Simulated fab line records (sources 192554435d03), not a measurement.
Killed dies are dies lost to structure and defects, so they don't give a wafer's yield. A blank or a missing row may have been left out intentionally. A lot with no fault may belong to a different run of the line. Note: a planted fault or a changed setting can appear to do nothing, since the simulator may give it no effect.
Which tool was responsible?    flow n5_finfet    9 lots with 27 wafers sampled at 6 steps, on a route of 1938 steps

WHAT THE GAUGES READ, wafer by wafer
N5_BEOL_M4_RC_MEAS_101.
lot   measured      on         DIBL_N (mV/V)   DIBL_P (mV/V)  IOFF_N (nA/um)  IOFF_P (nA/um)  ION_N (uA/um)  ION_P (uA/um)  SS_N (mV/dec)   SS_P (mV/dec)   VT_N (mV)    VT_P (mV)
L981  day 10 20:59  prober-02  35.1 39.1 37.9  34 39 37       0.13 0.20 0.18  0.21 0.28 0.25  659 675 673    461 466 465    70.7 72.3 71.7  72.9 73.6 73.7  250 248 248  -249 -246 -245
L983  day 12 02:29  prober-01  36.3 33.2 36.7  33 30 35       0.14 0.10 0.14  0.18 0.15 0.21  650 672 682    449 459 470    71.9 71.6 72.0  72.9 72.3 73.0  254 255 253  -250 -253 -250
L993  day 13 09:17  prober-02  34.9 35.4 34.2  35 33 33       0.13 0.13 0.11  0.20 0.17 0.15  682 662 648    472 458 444    71.0 71.3 70.2  73.2 72.0 72.0  253 251 257  -250 -255 -256
L991  day 13 15:51  prober-01  33.8 34.2 34.2  34 34 34       0.16 0.14 0.15  0.22 0.21 0.21  667 662 684    462 460 474    71.5 71.5 71.1  73.0 72.4 73.1  248 250 248  -248 -249 -249
L988  day 13 23:03  prober-02  37.8 42.2 36.9  38 44 37       0.18 0.31 0.17  0.23 0.34 0.22  684 692 694    470 471 468    72.6 73.7 71.5  73.9 76.2 73.5  251 243 246  -250 -247 -250
L995  day 15 11:49  prober-02  36.9 38.7 39.8  34 37 37       0.16 0.19 0.22  0.20 0.24 0.24  689 693 688    470 472 465    70.9 71.8 71.8  72.9 74.2 73.6  249 243 243  -247 -245 -247
L999  day 15 19:40  prober-02  36.0 34.3 38.8  35 33 39       0.16 0.15 0.24  0.22 0.20 0.29  669 670 688    460 459 464    71.3 71.2 72.0  72.8 72.3 73.4  248 248 243  -247 -248 -247
L103  day 16 04:26  prober-02  39.9 36.0 35.4  39 34 33       0.22 0.14 0.13  0.24 0.17 0.17  707 661 670    474 450 460    72.3 70.8 70.4  74.2 73.0 72.0  244 250 251  -250 -252 -248
L102  day 17 04:50  prober-02  40.9 40.3 39.2  44 43 41       0.28 0.30 0.26  0.38 0.36 0.31  686 695 685    469 472 464    73.0 72.4 72.8  75.4 74.8 75.0  241 239 243  -241 -240 -243

N5_BEOL_M6_CD_MEAS_18: pitch 80 nm, target cd 40 nm.
lot   measured      on         cd_nm (nm)
L981  day 11 16:25  cd_sem-01  38.8 38.9 39.2
L983  day 12 22:34  cd_sem-01  40.5 38.3 39.4
L993  day 14 02:29  cd_sem-01  40.2 40.4 40.2
L991  day 14 17:56  cd_sem-03  39.3 39.0 39.7
L988  day 14 15:15  cd_sem-03  39.4 39.2 39.1
L995  day 16 14:51  cd_sem-03  38.0 39.0 40.3
L999  day 16 18:19  cd_sem-03  40.6 37.6 40.6
L103  day 17 01:38  cd_sem-02  39.7 39.1 39.8
L102  day 17 20:47  cd_sem-01  39.9 40.5 39.0

N5_BEOL_M6_OVL_MEAS_29.
lot   measured      on          V5_OVL (nm)
L981  day 11 19:02  overlay-02  -0.3 0.6 0.6
L983  day 13 00:24  overlay-01  1.0 1.0 1.6
L993  day 14 03:59  overlay-01  -0.7 -0.2 -1.0
L991  day 14 18:24  overlay-02  0.7 0.1 0.7
L988  day 14 15:37  overlay-01  -0.1 -0.4 0.1
L995  day 16 16:25  overlay-01  0.2 -0.2 0.6
L999  day 16 20:32  overlay-01  1.1 1.3 0.2
L103  day 17 03:41  overlay-02  0.5 0.2 0.9
L102  day 17 21:08  overlay-02  2.3 0.9 0.2

N5_BEOL_M6_OCD_MEAS_38.
lot   measured      on      trench_depth_nm (nm)
L981  day 11 19:47  ocd-01  94.6 93.6 95.4
L983  day 13 00:55  ocd-01  96.6 96.9 96.0
L993  day 14 04:29  ocd-02  0 0.2 0
L991  day 14 18:56  ocd-01  0 0 0
L988  day 14 16:07  ocd-01  0.1 0.1 0
L995  day 16 16:55  ocd-01  91.4 96.5 95.5
L999  day 16 21:03  ocd-02  95.8 96.7 96.3
L103  day 17 04:12  ocd-02  90.7 95.5 95.8
L102  day 17 21:46  ocd-01  96.2 95.3 95.9

WHAT TOOL EACH LOT RAN ON (gives the tool, then ch and the chambers of the sampled wafers, and finally the start)
lot   N5_BEOL_M6_STRIP_19                 N5_BEOL_M6_TRENCH_ETCH_37
L981  rie_diel-03 ch 0,1,2, day 11 16:20  rie_diel-04 ch 0,1, day 11 19:38
L983  rie_diel-01 ch 1,3, day 12 22:29    rie_diel-04 ch 0,1, day 13 00:46
L993  rie_diel-03 ch 1,2, day 14 02:25    rie_diel-01 ch 0,1,3, day 14 04:20
L991  rie_diel-01 ch 1,2,3, day 14 17:52  rie_diel-01 ch 0,2, day 14 18:46
L988  rie_diel-03 ch 1,2,3, day 14 15:11  rie_diel-04 ch 0,1,3, day 14 15:58
L995  rie_diel-04 ch 0,1, day 16 14:47    rie_diel-04 ch 1,2,3, day 16 16:46
L999  rie_diel-03 ch 0,2, day 16 18:15    rie_diel-04 ch 0,1, day 16 20:53
L103  rie_diel-04 ch 0,1,2, day 17 01:34  rie_diel-01 ch 1,2, day 17 04:03
L102  rie_diel-03 ch 1,3, day 17 20:43    rie_diel-04 ch 0,1,2, day 17 21:37
- N5_BEOL_M6_STRIP_19: strips in O2.
- N5_BEOL_M6_TRENCH_ETCH_37: etches SiCOH lowk in C4F6/O2, target depth 94.435 nm, time 31.5 s.

WHAT THE TOOLS THEMSELVES READ (means of the sampled wafers that have a number; where no wafer has one, the mark that the record gives instead)
N5_BEOL_M6_STRIP_19.
lot   tool         drypump_motor_current_A (A)  oes_product_au (a.u.)  rf_vpp_V (V)  showerhead_plenum_p_Torr (Torr)  throttle_valve_pct (%)
L981  rie_diel-03  5.75                         0.72                   4.4           2.08                             16.82
L983  rie_diel-01  5.65                         0.84                   3.2           2.12                             16.45
L993  rie_diel-03  5.91                         0.71                   3.7           2.10                             16.83
L991  rie_diel-01  5.68                         0.78                   3.7           2.09                             16.66
L988  rie_diel-03  5.81                         0.72                   3.7           2.04                             16.74
L995  rie_diel-04  5.87                         0.85                   3.8           2.04                             16.65
L999  rie_diel-03  5.81                         0.76                   3.3           2.12                             16.70
L103  rie_diel-04  5.73                         0.85                   3.7           2.08                             16.65
L102  rie_diel-03  5.70                         0.72                   3.8           1.97                             16.71

N5_BEOL_M6_TRENCH_ETCH_37.
lot   tool         C4F6_flow_sccm (sccm)  O2_flow_sccm (sccm)  drypump_motor_current_A (A)  oes_f_703_au (a.u.)  oes_product_au (a.u.)  rf_vpp_V (V)  showerhead_plenum_p_Torr (Torr)  throttle_valve_pct (%)
L981  rie_diel-04  10.02                  10.01                5.90                         0.93                 0.90                   673           2.76                             20.67
L983  rie_diel-04  9.98                   10.02                5.86                         0.90                 0.89                   672           2.76                             20.84
L993  rie_diel-01  -                      -                    -                            -                    -                      -             -                                -
L991  rie_diel-01  -                      -                    -                            -                    -                      -             -                                -
L988  rie_diel-04  -                      -                    -                            -                    -                      -             -                                -
L995  rie_diel-04  10.01                  9.97                 5.51                         0.80                 0.81                   679           2.84                             20.85
L999  rie_diel-04  10.01                  10.00                5.89                         0.86                 0.85                   671           2.75                             20.87
L103  rie_diel-01  10.01                  9.97                 5.58                         0.70                 0.74                   706           2.91                             21.21
L102  rie_diel-04  10.01                  10.04                5.70                         0.85                 0.85                   674           2.79                             20.80

THE ANSWER, worked out from the rows above alone
Rule: what is usual is taken from the lots themselves. The widest of any qualifying gaps counts: lots, ordered by their means at a reading, are off when they make up no more than a third of the lots, leave a main group of 4 or more, and stand apart from it by 3 or more times the standard deviation of that group's means. A main group whose means are all the same, to the digits that the tables above print for the reading, isn't used. Also off: a lot with no number at a reading for which 4 or more lots have one. The other lots that the step has rows for count as sound. Order of review: gauges by route order, followed by the tools' own readings, for which a lot's mean as printed above is used. The first step at which some lot is off is used, and at that step the reading that is off furthest; a lot without a number counts as furthest.
Off: L993, L991, L988 (N5_BEOL_M6_OCD_MEAS_38, trench_depth_nm). The main group: mean 95.3 nm, standard deviation 0.97.
If a tool, at a process step before that reading, ran all the lots that are off and no sound lot after the first of them, it fits. Not tried: the gauges at N5_BEOL_M6_OCD_MEAS_38; whatever is off there is also off at N5_BEOL_M6_TRENCH_ETCH_37, on other tools, and gauge error can't account for it. Of those tried, none fits.

WHAT THE SIMULATOR HAD INSERTED
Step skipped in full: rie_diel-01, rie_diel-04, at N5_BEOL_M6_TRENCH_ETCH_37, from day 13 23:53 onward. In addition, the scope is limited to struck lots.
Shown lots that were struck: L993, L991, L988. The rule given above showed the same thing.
